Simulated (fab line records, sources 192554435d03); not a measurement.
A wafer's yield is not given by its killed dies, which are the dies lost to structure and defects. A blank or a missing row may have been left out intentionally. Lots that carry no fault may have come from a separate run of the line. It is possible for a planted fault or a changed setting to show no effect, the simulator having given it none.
Split-lot study    flow n5Finfet    21 wafers read across 7 lots, on a route 1938 steps long

== ON THE SPLIT ==
At N5_MOL_CONTACT_COAG_VIA_ETCH_117 (etches SiO2 in C4F6/O2, target depth 40 nm, overetch 8 nm, time 26 s), the setting biasW was moved away from the recipe's 455 W on 12 of the 21 wafers read, by -16.1% to +17.0%. The other wafers ran this setting at the recipe's value.

Reading taken at the split's own step.

== THE READING ==
rfVppV, in V, at N5_MOL_CONTACT_COAG_VIA_ETCH_117 (etches SiO2 in C4F6/O2, target depth 40 nm, overetch 8 nm, time 26 s). Typical for fault-free wafers on this fab line: 1592 V, with standard deviation 17 V.

wafer   tool, chamber at the split  biasW as run, W  against the recipe  rfVppV, V  against lot-mates on the recipe
L074.1  rieDiel-01, 0               501.6            +10.2%              1734       +138
L074.2  rieDiel-01, 2               501.6            +10.2%              1698       +102
L074.6  rieDiel-01, 3               455              recipe              1596       -
L076.1  rieDiel-04, 0               415.3            -8.7%               1455       -148
L076.3  rieDiel-04, 2               455              recipe              1603       -
L076.6  rieDiel-04, 2               455              recipe              1603       -
L079.2  rieDiel-01, 0               532.2            +17.0%              1810       no lot-mate on the recipe
L079.4  rieDiel-01, 2               532.2            +17.0%              1773       no lot-mate on the recipe
L079.6  rieDiel-01, 2               532.2            +17.0%              1773       no lot-mate on the recipe
L081.3  rieDiel-01, 2               455              recipe              1579       -
L081.4  rieDiel-01, 0               455              recipe              1613       -
L081.6  rieDiel-01, 0               455              recipe              1614       -
L095.1  rieDiel-01, 2               455              recipe              1577       -
L095.4  rieDiel-01, 1               381.7            -16.1%              1391       -186
L095.5  rieDiel-01, 1               381.7            -16.1%              1390       -187
L094.1  rieDiel-06, 0               521.3            +14.6%              1722       +145
L094.3  rieDiel-06, 2               521.3            +14.6%              1772       +195
L094.6  rieDiel-06, 3               455              recipe              1577       -
L097.1  rieDiel-01, 3               527.4            +15.9%              1778       +166
L097.2  rieDiel-01, 0               527.4            +15.9%              1800       +188
L097.5  rieDiel-01, 0               455              recipe              1612       -

THE FIT
A straight line over all 21 wafers: rfVppV changes by +12 V for each +1% of biasW; r = +0.99; the points scatter about the line by 20 V.
The same after taking each lot's own level away (the mean of its wafers on the recipe; 18 wafers): +11.8 V for each +1%; r = +0.99; scatter 18 V.
According to that fit, moving biasW by its largest amount changes the reading by 2e+02 V.
Measured against the standard deviation above, the lots' own levels, which go from 1577.0 to 1612.0 V, span 2.1 times it.
The two slopes agree, so the slope changes little with the lot-to-lot level.
Check: for one of the wafers moved furthest among these (-16.1%), held out of the fit, the line's prediction against its lot-mates is -197 V. Against them it came out at -186 V.
Tool readings at the split's step, against how far the setting was moved: rfVppV r = +0.99.

== FURTHER SPLITS ON THESE WAFERS ==
Other splits were also applied to these wafers ahead of the reading. Each is held against what the fit with the lots' levels taken away leaves over:
other split on the same wafers       wafers away from the commonest value  r with rfVppV (lot level and that fit taken away)
N5_ILD0_CMP_12 downForcePsi          5                                     +0.24
N5_SDB_COAT_05 spinRpm               6                                     -0.10
N5_HKMG_FIN_COAT_06 spinRpm          5                                     -0.51
N5_HKMG_FIN_DEVELOP_11 developTimeS  6                                     +0.40

== THE WHOLE CHAIN: every reading that the file lists as answering this split, in the file's order ==
step                              what it does                                                          reading                                                                                 change (the file's fit)                 r (the file's)
N5_MOL_CONTACT_COAG_VIA_ETCH_117  etches SiO2 in C4F6/O2, target depth 40 nm, overetch 8 nm, time 26 s  rfVppV                                                                                  +11.9 V for each +1% of the setting     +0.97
N5_MOL_CONTACT_COAG_VIA_ETCH_117  etches SiO2 in C4F6/O2, target depth 40 nm, overetch 8 nm, time 26 s  SOC_of_MOL_CONTACT_COAG_COAT_62.thkNm (the simulator's own value, which no gauge read)  -0.0229 nm for each +1% of the setting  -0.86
N5_MOL_CONTACT_COAG_ETCH_124      etches SiNx in CH3F/O2, stops on SiOC, target depth 6.5 nm            SOC_of_MOL_CONTACT_COAG_COAT_62.thkNm (the simulator's own value, which no gauge read)  -0.0259 nm for each +1% of the setting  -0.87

== FILE'S OWN FIT ==
rfVppV changes by +11.9 V for each +1% of biasW, r = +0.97.
